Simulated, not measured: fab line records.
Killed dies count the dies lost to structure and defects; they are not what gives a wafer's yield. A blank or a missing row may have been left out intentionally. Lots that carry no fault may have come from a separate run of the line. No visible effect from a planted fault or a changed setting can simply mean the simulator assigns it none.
fab line records | flow nand-harc
record lots=11 wafers=33 last-day=35
route steps=1302 shown P_ZERO_WELL@17 P_STI@73 END@1302
lots untouched by any fault: they come from a run of this same line in which no faults occurred
start-h: hours from the record's opening day to when the first of the lot's shown wafers began | wait-h: hours from the lot's prior step to this one | " repeats the value in the row above | L1.1+2: one row covering several wafers at once | - value missing, or start not given | * or withheld: withheld | < > ~ a bound
route shown NAME@n: a module of which the file shows steps, and the number in the route of the first | usual: mean/standard deviation of fault-free wafers | same: alike in all rows | chamber/n: place in a boat | sites: the reading at each site | _std_site: the standard deviation of these | _edge_site: the outer-site mean with the inner-site mean subtracted | radius-mm: how far each site lies from the wafer's centre | mask NAME#n: copy n | behind: the most recent tool/chamber to have shaped the wafer | hold: why the lot went on hold/how many hours it stayed there/how the hold came to an end | device: which transistor (n, p or np) failed to switch | end of line: tests of these same wafers at the route's end | where a step has no rows: the recipe by itself | killed: dies lost to structure and defects at the first sort, not the wafer's yield | map: per-die view of a wafer (x killed, . not killed, _ where there is no die)
set.NAME: the run value of the setting; set.NAME@STEP: its run value at that earlier step | model.NAME: the simulator's own value behind a step, which no gauge read
the route's steps for a sample of lots (tables are steps, rows are wafers)
services: when a tool's chamber went out of use (start-h, in hours from the record's first day, below 0 if earlier), for how many hours, and the reason
## steps
# step NHARC_P_ZERO_WELL_ETCH_65
# recipe target-depth-a=800 overetch-a=240 time-s=87.88 ion-energy-ev=200 n2-flow-sccm=150 h2-flow-sccm=150 ar-flow-sccm=0 rf-w=400 bias-w=150 chemistry=N2/H2
# usual bias-w=150.0/0.44 drypump-motor-current-A=5.9/0.6 oes-product-au=0.999/0.0086 rf-vpp-V=430.2/2 showerhead-plenum-p-Torr=2.03/0.071 throttle-valve-pct=14.170/0.0086
# columns lot.wafer tool chamber start-h wait-h bias-w drypump-motor-current-A oes-product-au rf-hours-counter-h rf-vpp-V showerhead-plenum-p-Torr throttle-valve-pct
L486.2 rie-diel-06 0 21.49 0.1 149.5 6.8 0.992 18 430.9 2.02 14.165
L486.3 " 1 " " 150.1 6.2 0.979 16 432.0 2.10 14.162
L486.5 " 1 " " 149.8 6.2 0.984 - 432.8 2.10 14.177
L489.1 rie-diel-06 3 51.58 0.1 149.7 5.4 0.992 29 431.0 2.04 14.167
L489.6 " 0 " " 150.5 6.8 0.996 - 429.5 2.01 14.173
L489.5 " 2 " " 149.7 5.9 1.020 - 428.0 1.96 14.169
L494.2 rie-diel-06 1 101.49 0.1 149.4 6.1 0.991 41 432.7 2.09 14.160
L494.3 " 2 " " 150.7 5.9 0.998 43 427.2 1.95 14.182
L494.6 " 1 " " 149.7 6.2 0.990 - 430.8 2.09 14.170
L495.4 rie-diel-06 3 111.49 0.1 149.9 5.5 0.990 42 430.4 2.03 14.176
L495.1 " 0 " " 149.6 6.8 0.993 51 430.1 2.00 14.171
L495.2 " 2 " " 149.8 5.9 0.996 47 429.6 1.95 14.155
L500.3 rie-diel-10 2 161.53 0.2 150.7 5.1 0.999 26 429.3 1.97 14.173
L500.4 " 0 " " 150.3 5.4 1.002 28 430.5 2.01 14.163
L500.5 " 3 " " 149.6 5.4 1.006 - 433.6 2.19 14.167
L501.4 rie-diel-06 1 171.51 0.1 150.0 6.1 1.004 8 431.0 2.08 14.173
L501.6 " 2 " " 149.3 5.9 1.001 - 427.4 1.94 14.169
L501.5 " 3 " " 150.8 5.4 1.000 - 429.5 2.03 14.165
L504.1 rie-diel-06 3 201.54 0.1 149.8 5.4 0.984 17 430.0 2.02 14.175
L504.6 " 3 " " 150.1 5.4 0.987 - 429.5 2.02 14.182
L504.5 " 0 " " 149.9 6.8 1.012 - 429.8 2.00 14.180
L505.1 rie-diel-10 2 211.50 0.1 150.4 5.1 0.998 44 429.2 1.96 14.176
L505.2 " 3 " " 148.9 5.4 1.010 48 434.9 2.18 14.156
L505.5 " 0 " " 150.2 5.3 1.003 - 428.3 2.00 14.173
L506.1 rie-diel-01 3 221.69 0.1 149.4 6.2 1.010 3 429.2 2.03 14.173
L506.3 " 0 " " 150.0 6.7 0.997 3 433.9 2.13 14.161
L506.2 " 2 " " 149.5 4.8 0.999 3 429.6 2.03 14.163
L508.3 rie-diel-10 3 241.50 0.2 149.2 5.4 0.998 56 434.2 2.18 14.161
L508.6 " 3 " " 148.9 5.3 0.993 - 434.2 2.18 14.172
L508.5 " 0 " " 150.8 5.4 0.999 - 429.7 2.00 14.167
L509.2 rie-diel-06 3 251.65 0.1 150.3 5.4 0.990 34 430.1 2.02 14.166
L509.3 " 0 " " 149.4 6.8 0.988 33 428.4 1.99 14.177
L509.6 " 3 " " 149.6 5.4 0.993 - 429.6 2.02 14.177
# step NHARC_P_ZERO_WELL_ETCH_62
# recipe target-depth-a=130 time-s=6.5 chf3-flow-sccm=50 ar-flow-sccm=200 rf-w=500 bias-w=200 chemistry=CHF3/Ar
# usual bias-w=200.0/0.57 drypump-motor-current-A=5.8/0.58 oes-product-au=0.958/0.016 rf-vpp-V=370.3/1.9 showerhead-plenum-p-Torr=2.33/0.076 throttle-valve-pct=20.218/0.0097
# columns lot.wafer tool chamber start-h wait-h bias-w drypump-motor-current-A oes-product-au rf-hours-counter-h rf-vpp-V showerhead-plenum-p-Torr throttle-valve-pct
L486.3 rie-diel-06 2 - - 200.0 5.9 0.965 14 368.5 2.26 20.228
L486.2 " 3 " " 200.7 5.5 0.960 19 370.2 2.34 20.208
L486.5 " 2 " " 199.9 5.9 0.971 - 368.5 2.26 20.230
L489.1 rie-diel-06 0 - - 200.7 6.8 0.945 29 369.3 2.31 20.203
L489.6 " 3 " " 200.0 5.4 0.956 - 369.6 2.34 20.241
L489.5 " 2 " " 199.6 5.9 0.964 - 368.4 2.26 20.218
L494.2 rie-diel-06 2 - - 200.3 5.9 0.963 43 367.2 2.25 20.243
L494.3 " 3 " " 201.1 5.4 0.967 38 370.7 2.34 20.228
L494.6 " 3 " " 200.2 5.4 0.971 - 370.8 2.34 20.222
L495.1 rie-diel-06 0 - - 200.0 6.8 0.931 51 370.8 2.31 20.217
L495.4 " 1 " " 199.4 6.2 0.916 46 370.5 2.40 20.220
L495.2 " 2 " " 199.3 5.9 0.920 47 367.6 2.25 20.212
L500.3 rie-diel-10 0 - - 200.1 5.4 0.959 28 370.1 2.31 20.217
L500.4 " 3 " " 200.6 5.4 0.953 29 373.7 2.50 20.219
L500.5 " 1 " " 200.5 5.8 0.955 - 367.4 2.23 20.234
L501.4 rie-diel-06 0 - - 201.1 6.8 0.980 8 369.8 2.30 20.202
L501.6 " 3 " " 200.2 5.4 0.961 - 369.6 2.33 20.197
L501.5 " 0 " " 200.1 6.8 0.973 - 369.8 2.30 20.203
L504.1 rie-diel-06 3 - - 199.7 5.4 0.942 18 371.9 2.33 20.224
L504.6 " 1 " " 200.1 6.1 0.959 - 371.3 2.39 20.216
L504.5 " 2 " " 199.6 5.9 0.939 - 369.4 2.24 20.210
L505.1 rie-diel-10 1 - - 200.4 5.8 0.982 44 368.6 2.23 20.222
L505.2 " 2 " " 199.2 5.1 0.969 44 370.7 2.26 20.214
L505.5 " 3 " " 201.0 5.3 0.960 - 373.8 2.49 20.225
L506.3 rie-diel-01 0 - - 200.0 6.7 0.978 3 373.3 2.45 20.214
L506.1 " 2 " " 200.1 4.8 0.969 3 371.5 2.34 20.242
L506.2 " 3 " " 198.9 6.2 0.968 3 370.4 2.33 20.227
L508.3 rie-diel-10 0 - - 199.7 5.3 0.957 56 368.6 2.30 20.228
L508.5 " 2 " " 199.8 5.1 0.954 - 369.8 2.26 20.212
L508.6 " 3 " " 200.1 5.4 0.948 - 373.8 2.49 20.215
L509.3 rie-diel-06 0 - - 199.9 6.8 0.931 33 369.1 2.29 20.211
L509.2 " 3 " " 200.4 5.5 0.931 34 369.2 2.32 20.232
L509.6 " 1 " " 199.5 6.2 0.935 - 371.1 2.38 20.230
# step NHARC_P_ZERO_WELL_DESCUM_26
# recipe time-s=3 o2-flow-sccm=200 ar-flow-sccm=0 bias-power-w=0 chemistry=O2
# usual drypump-motor-current-A=5.8/0.58 oes-product-au=1.001/0.0096 rf-vpp-V=57.8/0.76 showerhead-plenum-p-Torr=1.90/0.066 throttle-valve-pct=11.311/0.0091
# columns lot.wafer tool chamber start-h wait-h drypump-motor-current-A oes-product-au rf-hours-counter-h rf-vpp-V showerhead-plenum-p-Torr throttle-valve-pct
L486.3 rie-diel-10 0 22.63 - 5.3 1.020 43 57.9 1.90 11.327
L486.2 " 2 " " 5.1 1.006 42 57.3 1.86 11.323
L486.5 " 0 " " 5.4 1.025 - 59.0 1.90 11.296
L489.1 rie-diel-10 1 52.87 - 5.8 1.011 50 58.5 1.83 11.311
L489.5 " 3 " " 5.4 1.025 - 58.1 2.06 11.304
L489.6 " 0 " " 5.3 1.017 - 57.8 1.89 11.315
L494.3 rie-diel-06 0 102.77 - 6.8 0.992 45 56.9 1.88 11.308
L494.2 " 1 " " 6.1 0.994 41 58.1 1.96 11.303
L494.6 " 3 " " 5.4 1.002 - 57.1 1.91 11.305
L495.4 rie-diel-10 2 112.62 - 5.1 1.000 11 57.3 1.86 11.306
L495.1 " 0 " " 5.4 1.008 13 57.8 1.89 11.314
L495.2 " 1 " " 5.9 1.000 11 57.2 1.82 11.311
L500.3 rie-diel-06 0 162.66 - 6.8 0.999 6 57.5 1.88 11.309
L500.4 " 2 " " 5.8 1.007 8 56.9 1.83 11.310
L500.5 " 1 " " 6.1 1.000 - 58.3 1.95 11.310
L501.4 rie-diel-10 1 172.78 - 5.8 1.006 29 56.3 1.82 11.316
L501.5 " 0 " " 5.4 1.002 - 57.6 1.88 11.312
L501.6 " 1 " " 5.8 1.011 - 57.0 1.82 11.292
L504.1 rie-diel-01 3 202.80 - 6.2 0.990 59 59.5 1.91 11.303
L504.6 " 0 " " 6.7 1.006 - 58.4 2.00 11.300
L504.5 " 2 " " 4.8 0.999 - 57.4 1.91 11.317
L505.1 rie-diel-10 1 212.69 - 5.8 1.005 44 57.7 1.81 11.292
L505.2 " 2 " " 5.1 0.996 44 56.8 1.84 11.319
L505.5 " 3 " " 5.4 0.994 - 58.1 2.04 11.315
L506.2 rie-diel-01 3 222.85 - 6.2 1.004 3 58.4 1.91 11.314
L506.1 " 0 " " 6.7 1.001 3 57.6 2.00 11.318
L506.3 " 2 " " 4.8 1.000 3 57.5 1.91 11.314
L508.3 rie-diel-01 3 242.78 - 6.2 1.015 11 56.9 1.90 11.308
L508.5 " 2 " " 4.8 0.999 - 57.6 1.90 11.318
L508.6 " 3 " " 6.1 1.012 - 58.5 1.90 11.303
L509.2 rie-diel-06 0 252.81 - 6.8 0.993 33 58.2 1.87 11.308
L509.3 " 1 " " 6.1 1.002 35 57.3 1.94 11.305
L509.6 " 2 " " 5.9 0.996 - 56.7 1.82 11.310
# step NHARC_P_STI_HM_DEP_30
# recipe target-thk-a=800 temp-c=790 pressure-mtorr=300 time-s=873 material=Si3N4
# usual pressure-mtorr=299.9/0.65 run-length-s=895/14 spike-tc-bottom-C=809.1/2.6 spike-tc-upper-C=789.8/1.4 zone-power-top-pct=27/3.5
# columns lot.wafer tool chamber start-h wait-h pressure-mtorr run-length-s spike-tc-bottom-C spike-tc-upper-C zone-power-top-pct
L486.2 lpcvd-02 1 38.75 3.5 300.5 896 808.8 791.4 31
L486.3 " 1 " " 300.2 896 811.7 791.0 32
L486.5 " 1 " " 300.5 896 809.0 790.8 31
L489.1 lpcvd-02 0 69.47 3.5 299.4 888 810.2 788.6 24
L489.5 " 0 " " 300.7 888 810.1 788.5 24
L489.6 " 0 " " 300.6 888 810.2 786.6 24
L494.2 lpcvd-02 0 118.18 3.5 - - - - -
L494.3 " 0 " " - - - - -
L494.6 " 0 " " - - - - -
L495.1 lpcvd-02 0 129.22 3.5 - - - - -
L495.2 " 0 " " - - - - -
L495.4 " 0 " " - - - - -
L500.3 lpcvd-02 1 178.56 3.5 299.3 899 809.7 790.3 31
L500.4 " 1 " " 299.5 899 810.4 791.4 31
L500.5 " 1 " " 299.0 899 810.4 789.9 31
L501.4 lpcvd-01 0 188.32 3.5 299.9 918 806.8 790.1 24
L501.5 " 0 " " 300.5 918 808.4 790.4 24
L501.6 " 0 " " 300.2 918 808.2 788.4 24
L504.1 lpcvd-02 1 219.26 3.5 299.6 898 811.4 790.4 32
L504.5 " 1 " " 298.7 898 809.3 789.5 32
L504.6 " 1 " " 299.1 898 812.4 791.5 31
L505.1 lpcvd-02 0 228.79 3.5 300.9 883 809.0 787.9 24
L505.2 " 0 " " 300.9 883 811.7 789.8 25
L505.5 " 0 " " 300.6 883 810.4 789.3 24
L506.1 lpcvd-02 0 239.60 3.5 299.1 881 811.4 788.9 24
L506.2 " 0 " " 300.3 881 812.1 788.2 25
L506.3 " 0 " " 300.0 881 809.7 789.3 24
L508.3 lpcvd-02 1 258.84 3.5 301.1 896 811.2 790.9 32
L508.5 " 1 " " 300.9 896 810.3 791.7 31
L508.6 " 1 " " 299.9 896 808.7 790.4 32
L509.2 lpcvd-02 0 268.29 3.5 299.7 889 810.5 789.2 24
L509.3 " 0 " " 300.4 889 809.9 787.0 24
L509.6 " 0 " " 300.1 889 812.1 787.3 25
# step NHARC_END_SORT_01
# recipe temp-c=25
# usual killed-at-array=54/18 killed-at-other=0.9/1.2 killed-at-periphery=4.4/2.9 killed-dies=59/18 killed-open=3.2/1.8 killed-short=2.6/1.8
# same gross-dies=677
# columns lot.wafer tool chamber start-h wait-h hold killed-at-array killed-at-other killed-at-periphery killed-dies killed-open killed-short
L494.2 prober-02 0 665.23 2.8 await-dispo/2.5h/scrap 63 3 611 677 4 6
L494.3 prober-02 0 666.04 3.1 await-dispo/2.5h/scrap 53 0 624 677 3 2
L494.6 prober-02 0 668.46 4.0 await-dispo/2.5h/scrap 50 6 621 677 7 2
L495.1 prober-02 0 712.54 2.5 await-dispo/1.3h/scrap 67 2 608 677 3 5
L495.2 prober-02 0 713.34 2.8 await-dispo/1.3h/scrap 71 1 605 677 5 6
L495.4 prober-02 0 714.93 3.4 await-dispo/1.3h/scrap 68 0 609 677 2 1
L500.3 prober-01 0 729.89 3.1 - 76 1 0 77 4 1
L500.4 prober-01 0 730.72 3.5 - 65 0 2 67 4 1
L500.5 prober-01 0 731.54 3.8 - 83 0 0 83 3 2
L501.4 prober-02 0 738.40 3.4 - 53 0 3 56 2 1
L501.5 prober-02 0 739.20 3.7 - 62 0 4 66 2 3
L501.6 prober-02 0 740.00 4.0 - 68 0 4 72 4 2
L504.1 prober-01 0 751.55 2.5 - 57 6 3 66 2 3
L504.5 prober-01 0 754.74 3.7 - 60 3 3 66 0 2
L504.6 prober-01 0 755.53 4.0 - 57 2 3 62 5 1
L505.1 prober-01 0 761.64 2.5 - 75 0 7 82 2 9
L505.2 prober-01 0 762.43 2.8 - 68 0 5 73 5 3
L505.5 prober-01 0 764.82 3.7 - 51 1 7 59 2 3
L506.1 prober-02 0 765.61 2.5 - 61 1 4 66 3 3
L506.2 prober-02 0 766.40 2.8 - 54 1 6 61 6 0
L506.3 prober-02 0 767.20 3.1 - 58 0 5 63 3 0
L508.3 prober-02 0 793.38 3.1 - 88 1 8 97 1 6
L508.5 prober-02 0 795.00 3.7 - 95 0 4 99 1 1
L508.6 prober-02 0 795.81 4.1 - 94 0 1 95 2 1
# killed by level:class
L494.2 P_STI:area-dep=608 A_CHANNEL_HOLE_D1:chamber-film-flake=33 A_CHANNEL_HOLE_D2:chamber-film-flake=17 A_WL_FILL:geometric-particle:short=2 A_DECK1_JOINT:chamber-film-flake=2 THIN_TSV:chamber-film-flake=2 P_CONTACT:geometric-particle:open=1 P_M0:geometric-particle:open=1
L494.3 P_STI:area-dep=622 A_CHANNEL_HOLE_D1:chamber-film-flake=26 A_CHANNEL_HOLE_D2:chamber-film-flake=13 A_CONTACT:chamber-film-flake=4 A_DECK1_JOINT:chamber-film-flake=3 A_DECK1_JOINT:geometric-particle:open=2 A_CHANNEL_FILL_D1:chamber-film-flake=2 P_STI:geometric-particle:short=1
L494.6 P_STI:area-dep=620 A_CHANNEL_HOLE_D1:chamber-film-flake=26 A_CHANNEL_HOLE_D2:chamber-film-flake=10 HYBRID_BOND:chamber-film-flake=4 A_CHANNEL_FILL_D2:geometric-particle:open=2 A_CONTACT:geometric-particle:open=2 A_CHANNEL_FILL_D1:chamber-film-flake=2 THIN_TSV:chamber-film-flake=2
L495.1 P_STI:area-dep=607 A_SLIT:chamber-film-flake=34 A_CHANNEL_HOLE_D2:chamber-film-flake=20 A_CHANNEL_HOLE_D1:chamber-film-flake=3 A_ONON_D1:geometric-particle:short=2 A_DECK1_JOINT:geometric-particle:open=2 A_WL_FILL:chamber-film-flake=2 P_M0:geometric-particle:short=1
L495.2 P_STI:area-dep=605 A_SLIT:chamber-film-flake=30 A_CHANNEL_HOLE_D2:chamber-film-flake=18 A_CHANNEL_HOLE_D1:chamber-film-flake=6 A_WL_FILL:chamber-film-flake=3 A_CHANNEL_FILL_D2:geometric-particle:short=2 A_SOURCE_PLATE:geometric-particle:open=1 A_ONON_D1:geometric-particle:short=1
L495.4 P_STI:area-dep=608 A_SLIT:chamber-film-flake=32 A_CHANNEL_HOLE_D2:chamber-film-flake=16 A_CHANNEL_HOLE_D1:chamber-film-flake=7 A_CHANNEL_FILL_D1:chamber-film-flake=3 A_CHANNEL_FILL_D2:chamber-film-flake=2 A_BLC:chamber-film-flake=2 A_WL_FILL:chamber-film-flake=2
L500.3 A_SLIT:chamber-film-flake=37 A_CHANNEL_HOLE_D1:chamber-film-flake=27 A_WL_FILL:chamber-film-flake=2 A_CONTACT:chamber-film-flake=2 A_ONON_D1:geometric-particle:open=1 A_CHANNEL_FILL_D1:geometric-particle:open=1 A_DECK1_JOINT:geometric-particle:open=1 A_CHANNEL_FILL_D2:geometric-particle:open=1
L500.4 A_SLIT:chamber-film-flake=35 A_CHANNEL_HOLE_D1:chamber-film-flake=17 A_WL_FILL:chamber-film-flake=3 P_BONDPAD:chamber-film-flake=2 A_CHANNEL_FILL_D2:chamber-film-flake=2 A_ONON_D2:geometric-particle:open=1 A_CHANNEL_FILL_D2:geometric-particle:open=1 A_CHANNEL_FILL_D2:geometric-particle:short=1
L500.5 A_SLIT:chamber-film-flake=39 A_CHANNEL_HOLE_D1:chamber-film-flake=34 A_BLC:geometric-particle:open=2 A_CONTACT:chamber-film-flake=2 A_DECK1_JOINT:geometric-particle:short=1 A_CHANNEL_FILL_D2:geometric-particle:short=1 A_M1:geometric-particle:open=1 A_CHANNEL_HOLE_D2:chamber-film-flake=1
L501.4 A_CHANNEL_HOLE_D2:chamber-film-flake=18 A_CHANNEL_HOLE_D1:chamber-film-flake=18 A_CONTACT:chamber-film-flake=5 A_SLIT:chamber-film-flake=3 A_DECK1_JOINT:chamber-film-flake=2 A_STAIRCASE:chamber-film-flake=2 A_DECK1_JOINT:geometric-particle:open=1 A_CHANNEL_FILL_D2:geometric-particle:short=1
L501.5 A_CHANNEL_HOLE_D2:chamber-film-flake=20 A_CHANNEL_HOLE_D1:chamber-film-flake=18 A_SLIT:chamber-film-flake=8 A_CONTACT:chamber-film-flake=5 A_SGD_CUT:geometric-particle:short=3 A_CHANNEL_FILL_D1:chamber-film-flake=3 P_GATE:chamber-film-flake=2 A_DECK1_JOINT:chamber-film-flake=2
L501.6 A_CHANNEL_HOLE_D2:chamber-film-flake=29 A_CHANNEL_HOLE_D1:chamber-film-flake=26 P_GATE:chamber-film-flake=3 A_SLIT:chamber-film-flake=3 A_CHANNEL_FILL_D1:chamber-film-flake=2 P_CONTACT:geometric-particle:open=1 A_CHANNEL_FILL_D1:geometric-particle:open=1 A_CHANNEL_FILL_D1:geometric-particle:short=1
L504.1 A_CHANNEL_HOLE_D2:chamber-film-flake=20 A_CHANNEL_HOLE_D1:chamber-film-flake=12 A_CONTACT:chamber-film-flake=11 THIN_TSV:chamber-film-flake=6 A_SLIT:chamber-film-flake=4 A_CHANNEL_FILL_D2:chamber-film-flake=2 A_BONDPAD:chamber-film-flake=2 P_STI:geometric-particle:short=1
L504.5 A_CHANNEL_HOLE_D2:chamber-film-flake=35 A_SLIT:chamber-film-flake=8 A_CHANNEL_HOLE_D1:chamber-film-flake=7 A_CONTACT:chamber-film-flake=3 THIN_TSV:chamber-film-flake=3 A_CHANNEL_FILL_D1:chamber-film-flake=2 P_M1:geometric-particle:short=1 A_CHANNEL_FILL_D1:geometric-particle:short=1
L504.6 A_CHANNEL_HOLE_D2:chamber-film-flake=27 A_CHANNEL_HOLE_D1:chamber-film-flake=14 A_SLIT:chamber-film-flake=4 A_CONTACT:chamber-film-flake=4 THIN_TSV:chamber-film-flake=2 P_M1:geometric-particle:open=1 A_ONON_D1:geometric-particle:open=1 A_CHANNEL_FILL_D1:geometric-particle:open=1
L505.1 A_SLIT:chamber-film-flake=34 A_CHANNEL_HOLE_D1:chamber-film-flake=9 A_STAIRCASE:chamber-film-flake=7 A_CONTACT:chamber-film-flake=7 A_SGD_CUT:chamber-film-flake=5 A_WL_FILL:geometric-particle:short=4 P_CONTACT:chamber-film-flake=4 P_STI:chamber-film-flake=2
L505.2 A_SLIT:chamber-film-flake=30 A_CHANNEL_HOLE_D1:chamber-film-flake=17 A_CONTACT:chamber-film-flake=11 P_CONTACT:chamber-film-flake=4 A_WL_FILL:geometric-particle:short=2 A_STAIRCASE:chamber-film-flake=2 P_STI:geometric-particle:short=1 A_ONON_D2:geometric-particle:open=1
L505.5 A_SLIT:chamber-film-flake=26 A_CHANNEL_HOLE_D1:chamber-film-flake=9 A_CONTACT:chamber-film-flake=6 P_CONTACT:chamber-film-flake=4 A_STAIRCASE:chamber-film-flake=2 A_SGD_CUT:chamber-film-flake=2 P_CONTACT:geometric-particle:short=1 A_CHANNEL_FILL_D1:geometric-particle:open=1
L506.1 A_CHANNEL_HOLE_D2:chamber-film-flake=30 A_CHANNEL_HOLE_D1:chamber-film-flake=12 A_SLIT:chamber-film-flake=8 P_STI:chamber-film-flake=3 A_WL_FILL:chamber-film-flake=3 A_CHANNEL_FILL_D1:geometric-particle:short=2 P_M1:geometric-particle:open=1 A_WL_FILL:geometric-particle:short=1
L506.2 A_CHANNEL_HOLE_D2:chamber-film-flake=26 A_CHANNEL_HOLE_D1:chamber-film-flake=16 A_SLIT:chamber-film-flake=3 P_GATE:geometric-particle:open=2 A_WL_FILL:geometric-particle:open=2 A_STAIRCASE:chamber-film-flake=2 A_BONDPAD:chamber-film-flake=2 P_M0:geometric-particle:open=1
L506.3 A_CHANNEL_HOLE_D2:chamber-film-flake=24 A_SLIT:chamber-film-flake=13 A_CHANNEL_HOLE_D1:chamber-film-flake=9 A_STAIRCASE:chamber-film-flake=4 P_STI:chamber-film-flake=3 A_WL_FILL:geometric-particle:open=2 A_CONTACT:chamber-film-flake=2 P_CONTACT:chamber-film-flake=2
L508.3 A_CHANNEL_HOLE_D2:chamber-film-flake=33 A_SLIT:chamber-film-flake=25 A_CHANNEL_HOLE_D1:chamber-film-flake=12 A_CONTACT:chamber-film-flake=7 P_GATE:chamber-film-flake=5 A_DECK1_JOINT:chamber-film-flake=5 P_GATE:geometric-particle:open=1 P_CONTACT:geometric-particle:short=1
L508.5 A_SLIT:chamber-film-flake=36 A_CHANNEL_HOLE_D2:chamber-film-flake=24 A_CHANNEL_HOLE_D1:chamber-film-flake=13 A_STAIRCASE:chamber-film-flake=5 A_WL_FILL:chamber-film-flake=4 A_M1:chamber-film-flake=4 A_CONTACT:chamber-film-flake=3 P_ZERO_WELL:chamber-film-flake=2
L508.6 A_SLIT:chamber-film-flake=37 A_CHANNEL_HOLE_D2:chamber-film-flake=29 A_CHANNEL_HOLE_D1:chamber-film-flake=11 A_STAIRCASE:chamber-film-flake=5 A_CONTACT:chamber-film-flake=5 A_WL_FILL:chamber-film-flake=2 A_ONON_D1:geometric-particle:open=1 A_WL_FILL:geometric-particle:short=1
## services
# columns tool chamber start-h hours kind
rie-diel-06 0 11.22 - clean
rie-diel-06 1 11.22 - clean
rie-diel-06 2 11.22 - clean
rie-diel-10 2 12.69 5.9 repair
lpcvd-01 - 26.34 26.0 pm
rie-diel-01 - 26.80 9.0 pm
rie-diel-01 2 36.49 17.9 repair
rie-diel-06 1 45.70 15.8 repair
rie-diel-10 - 65.56 9.0 pm
rie-diel-06 3 72.08 14.6 repair
rie-diel-06 - 106.07 0.4 repair
rie-diel-01 0 109.05 4.0 repair
rie-diel-06 - 130.26 9.0 pm
rie-diel-01 - 136.20 0.4 repair
lpcvd-01 - 153.60 5.6 repair
rie-diel-06 - 172.71 0.1 repair
rie-diel-06 3 175.54 5.8 repair
rie-diel-01 3 190.74 4.7 repair
rie-diel-01 1 202.55 22.3 repair
rie-diel-01 - 203.80 9.0 pm
lpcvd-02 - 223.69 2.3 repair
rie-diel-10 - 242.56 9.0 pm
rie-diel-06 0 260.76 2.7 repair
lpcvd-02 - 263.00 0.7 repair
## key
first-sign step=NHARC_P_STI_HM_DEP_30 reading=tool-record direction=missing
effect step=NHARC_END_SORT_01 reading=killed-at-periphery direction=up sigmas=99+ usual=4.4 struck=613
more-kills-born-at NHARC_P_STI_HM_DEP_30@lpcvd-02=3670
met-at NHARC_P_STI_HM_DEP_30
struck-lots L494,L495
later-rows-left-out L494.2,L494.3,L494.6,L495.1,L495.2,L495.4
tester-left-out L494,L495
not-acting-at NHARC_P_ZERO_WELL_ETCH_65,NHARC_P_ZERO_WELL_ETCH_62,NHARC_P_ZERO_WELL_DESCUM_26
onset-between 69.47 118.18
fault kind=skipped-step-whole tool=lpcvd-02 chamber=- onset-h=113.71 steps=NHARC_P_STI_HM_DEP_30 scope=struck-lots-only
# tester-left-out: of these lots the tester's yield and bins aren't shown, on N5 and GAA mostly nor the transistor test; their killed dies are dies lost to structure and defects alone, not to doping, threshold or leakage, so they don't give the yield
# later-rows-left-out: the simulator's readings of these wafers behind a module that went badly wrong aren't trusted and aren't shown, but for the sort
